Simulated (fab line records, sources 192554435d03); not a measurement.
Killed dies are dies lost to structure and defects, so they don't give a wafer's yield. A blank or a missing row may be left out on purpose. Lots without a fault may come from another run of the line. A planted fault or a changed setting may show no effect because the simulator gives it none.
One fault seen from 2 desks | flow n5_finfet | each desk has only its own numbers; what lay behind them comes last

THE METROLOGY DESK
What the gauges read, lot by lot, whatever tool the lot ran on: means of the sampled wafers that have a number. A lot is out of limits, marked OUT, if its mean lies more than 4 standard deviations from the usual mean; the brackets give that distance. Of its 11 readings 7 are shown: the one that was out of limits first, and those that lie furthest out on some lot.
Columns: A = cd_nm at N5_BEOL_M0_SAQP_CD_MEAS_14, usual 42.4 nm; B = DIBL_N at N5_BEOL_M4_RC_MEAS_101, usual 37.7 mV/V; C = DIBL_P at N5_BEOL_M4_RC_MEAS_101, usual 37.7 mV/V; D = IOFF_N at N5_BEOL_M4_RC_MEAS_101, usual 0.18 nA/um; E = ION_N at N5_BEOL_M4_RC_MEAS_101, usual 681 uA/um; F = ION_P at N5_BEOL_M4_RC_MEAS_101, usual 463 uA/um; G = VT_N at N5_BEOL_M4_RC_MEAS_101, usual 248 mV
lot  | first seen here | A               | B    | C    | D    | E   | F   | G
L998 | day 6 03:11     | 42.3            | 40.5 | 38.9 | 0.21 | 694 | 476 | 248
L101 | day 6 20:32     | 42.3            | 37.3 | 37.6 | 0.18 | 673 | 457 | 249
L102 | day 7 04:07     | 42.5            | 37.8 | 39.3 | 0.20 | 692 | 470 | 248
L103 | day 7 10:56     | 42.6            | 39.4 | 39.4 | 0.21 | 674 | 457 | 248
L106 | day 8 06:19     | 42.8            | 34.9 | 35.9 | 0.16 | 685 | 465 | 248
L107 | day 8 13:53     | 42.2            | 40.7 | 41.3 | 0.24 | 712 | 477 | 243
L109 | day 8 19:23     | 42.3            | 36.7 | 37.4 | 0.17 | 675 | 460 | 249
L112 | day 9 12:40     | 40.8 (-4.2) OUT | 37.9 | 39.4 | 0.18 | 673 | 457 | 251
L113 | day 9 15:19     | 40.3 (-5.5) OUT | 37.5 | 37.0 | 0.17 | 677 | 462 | 250
L119 | day 11 07:56    | 42.1            | 35.6 | 35.2 | 0.16 | 676 | 466 | 249
This desk's finding: out of limits on L112, L113; first on L112, day 9 12:40 (cd_nm at N5_BEOL_M0_SAQP_CD_MEAS_14). In limits: L998, L101, L102, L103, L106, L107, L109, L119.

THE TOOL OWNER'S DESK: arfi_scanner-01
The tool's own readings at N5_BEOL_M0_SAQP_EXPOSE_11 (exposes mask M0 CORE, target cd 42 nm): means of the sampled wafers that have a number, for each lot that ran on this tool. A lot is out of limits, marked OUT, if its mean lies more than 4 standard deviations from the usual mean; the brackets give that distance.
Columns: A = focus_offset_nm at N5_BEOL_M0_SAQP_EXPOSE_11, usual 0.0 nm
lot  | first seen here | A
L101 | day 6 20:25     | 0.0
L102 | day 7 04:00     | 0.6
L103 | day 7 10:49     | 0.2
L106 | day 8 06:11     | -0.1
L109 | day 8 19:16     | -0.7
L112 | day 9 12:33     | -0.2
L113 | day 9 15:11     | 0.1
This desk's finding: nothing out of limits on any of the 7 lots.

PUT TOGETHER
The metrology desk could have raised an alarm at day 9 12:40, on L112, L113.
The tool owner's desk saw nothing out of limits.
The tool owner's desk has L112, L113 on record, within its limits.
Of the lots named, all ran N5_BEOL_M0_SAQP_EXPOSE_11 on arfi_scanner-01.

WHAT THE SIMULATOR HAD PUT IN
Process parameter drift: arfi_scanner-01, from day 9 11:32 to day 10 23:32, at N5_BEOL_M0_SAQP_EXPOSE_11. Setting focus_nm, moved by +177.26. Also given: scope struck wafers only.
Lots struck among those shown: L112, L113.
Hours from the fault's start to each desk's first reading out of limits: the metrology desk, 1.
